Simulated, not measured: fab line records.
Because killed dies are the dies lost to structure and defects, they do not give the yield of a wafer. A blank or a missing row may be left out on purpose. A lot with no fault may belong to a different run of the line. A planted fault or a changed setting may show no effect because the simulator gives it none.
A struck lot beside a sound one :: flow nandHarc :: 14 out of 1302 route steps
Sound: the wafers L238.1, L238.3, L238.6. Struck: wafers L242.4, L242.5 (left out: L242.2, a lot-mate that was not struck); the cause follows at the end.
Order at every step that has rows: each side's tool, ch and its chambers, its first start. Under that, the readings that differ: sound wafers :: struck wafers :: difference of the means :: sigmas: that difference in standard deviations of wafers without a fault.
alike: readings with means less than 2 such deviations apart, plus words and numbers identical on both sides. not compared: withheld readings, readings lacking a value on some wafer, bounds such as >300 that could conceal the same value, and numbers that have no deviation in the record and whose values overlap.
A row with sigmas, a row that says differs or no value, or rows on one side alone: a step with any of these is where the two part. Non-overlapping numbers with no deviation appear without sigmas and do not part them. Lack of a reading on every wafer of one side parts them only where that side has two or more wafers.

first, 8 steps without rows for these wafers: NHARC_A_BLC_COAT_02 (time 75 s); NHARC_A_BLC_COAT_03 (time 65 s); NHARC_A_BLC_COAT_04 (resist thk 90 nm); NHARC_A_BLC_SOFTBAKE_05 (time 55 s); NHARC_A_BLC_EBR_06; NHARC_A_BLC_EXPOSE_07 (exposes mask A BLC, target cd 100 nm); NHARC_A_BLC_PEB_08 (peb time 65 s); NHARC_A_BLC_DEVELOP_09 (develop time 35 s).
NHARC_A_BLC_CD_MEAS_10 targets a cd of 100 nm.
  sound on cdSem-03 ch 0, day 26 11:25; struck on cdSem-01 ch 0, day 28 10:36
  alike: cdNm
NHARC_A_BLC_OVL_MEAS_11:
  sound on overlay-02, day 26 11:31; struck on overlay-02, day 28 10:41
  alike: overlayXNm, overlayYNm
NHARC_A_BLC_INSPECT_12:
  sound on defectInspect-02, day 26 11:32; struck on defectInspect-02, day 28 10:43
reading: rawDefectCount
sound: 82 90 79
struck: 163 161
difference: +78
sigmas: +2
NHARC_A_BLC_DESCUM_15: chemistry O2, time 3 s.
  sound on rieDiel-12 ch 1,2,3, day 26 11:37; struck on rieDiel-12 ch 2, day 28 10:47
  alike: drypumpMotorCurrentA, oesProductAu, rfVppV, showerheadPlenumPTorr, throttleValvePct
  not compared: rfHoursCounterH
NHARC_A_BLC_ETCH_16: etches the open film in CF4, target depth 39 nm, time 65 s.
  sound on rieDiel-12 ch 1,2,3, day 26 11:41; struck on rieDiel-12 ch 2, day 28 10:52
reading: oesProductAu (a.u.)
sound: 1.003 1.003 1.000
struck: 0.796 0.804
difference: -0.202
sigmas: -14
  alike: drypumpMotorCurrentA, rfVppV, showerheadPlenumPTorr, throttleValvePct
  not compared: rfHoursCounterH
NHARC_A_BLC_ETCH_17: etches the open film in N2/H2, target depth 390 nm, time 609.38 s.
  sound on rieDiel-12 ch 1,2,3; struck on rieDiel-12 ch 0
  alike: drypumpMotorCurrentA, oesProductAu, rfVppV, showerheadPlenumPTorr, throttleValvePct
  not compared: rfHoursCounterH

## WHERE THEY PART
First at NHARC_A_BLC_INSPECT_12; last, within this record, at NHARC_A_BLC_ETCH_16. Later steps at which nothing parts them and some readings are alike: NHARC_A_BLC_ETCH_17.

WHY: whatever the simulator had introduced
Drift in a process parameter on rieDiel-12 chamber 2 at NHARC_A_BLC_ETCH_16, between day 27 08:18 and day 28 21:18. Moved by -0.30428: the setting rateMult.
